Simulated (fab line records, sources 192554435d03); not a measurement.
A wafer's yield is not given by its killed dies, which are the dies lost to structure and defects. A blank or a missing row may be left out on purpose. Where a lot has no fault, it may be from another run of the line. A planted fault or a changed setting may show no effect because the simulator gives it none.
Matching of chambers -- flow n5Finfet -- N5_BEOL_M6_PECVD_70 on pecvd-04: 3 sister chambers
The step deposits SiO2 from TEOS/O2, target thk 20 nm, time 22.7 s. 22 wafers are shown with their chamber, then 11 later ones without.

== EACH WAFER AND ITS CHAMBER ==
wafer,chamber,throttleValvePct (%),showerheadPlenumPTorr (Torr),heaterPowerW (W)
L076.2,2,21.6,8.78,770
L076.3,1,23.1,8.85,574
L076.5,1,23.1,8.83,594
L078.1,1,23.1,8.82,642
L078.3,0,22.5,8.85,843
L078.4,0,22.4,8.86,843
L079.2,2,21.6,8.76,732
L079.5,0,22.5,8.84,801
L079.6,1,22.8,8.82,588
L080.2,2,21.8,8.77,754
L080.3,1,23.1,8.83,685
L080.6,1,23.1,8.83,683
L083.2,0,22.3,8.86,903
L083.3,2,22.0,8.76,710
L083.6,0,22.2,8.84,953
L082.2,0,22.4,8.84,811
L082.4,2,22.0,8.76,743
L082.5,0,22.3,8.86,820
L085.1,1,23.3,8.84,681
L085.2,0,22.4,8.83,935
L085.3,2,21.9,8.76,635
L092.2,0,22.4,8.86,928

SIGNATURES, as means of the wafers listed above
reading,chamber 0,chamber 1,chamber 2,scatter within a chamber
throttleValvePct,22.378,23.086,21.817,0.14
showerheadPlenumPTorr,8.8489,8.8314,8.7650,0.0106
heaterPowerW,870.78,635.29,724.00,53.3
Rule: a wafer lies at a distance from a chamber equal to the root of the sum of squares, over the readings, of (its reading less the chamber's mean, divided by the reading's scatter). If the next closest chamber is less than 2 further off than the closest, the wafer can't be placed; otherwise it belongs to the closest. The scatter is the square root of a quotient: the sum, over the shown wafers, of each reading's squared deviation from its chamber's mean, divided by wafers minus chambers.

== WAFERS WITHOUT THEIR CHAMBER ==
wafer,throttleValvePct (%),showerheadPlenumPTorr (Torr),heaterPowerW (W)
L092.5,23.1,8.84,686
L092.6,22.1,8.77,719
L094.1,22.5,8.81,905
L094.2,22.0,8.76,656
L094.3,23.1,8.82,704
L097.1,23.3,8.82,646
L097.3,22.4,8.85,855
L097.6,23.1,8.84,676
L096.4,22.3,8.77,711
L096.5,22.8,8.83,866
L096.6,23.3,8.86,652

== CHAMBER TAKEN BY EACH ==
wafer,from the rows above,in truth
L092.5,1,1
L092.6,2,2
L094.1,0,0
L094.2,2,2
L094.3,1,1
L097.1,1,1
L097.3,0,0
L097.6,1,1
L096.4,2,2
L096.5,can't be placed: 0 or 1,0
L096.6,1,1
Correct placement for 10 of the 11. Cannot be placed on the basis of these rows: 1; the candidates contain the true chamber in 1. Placed wrongly: 0.
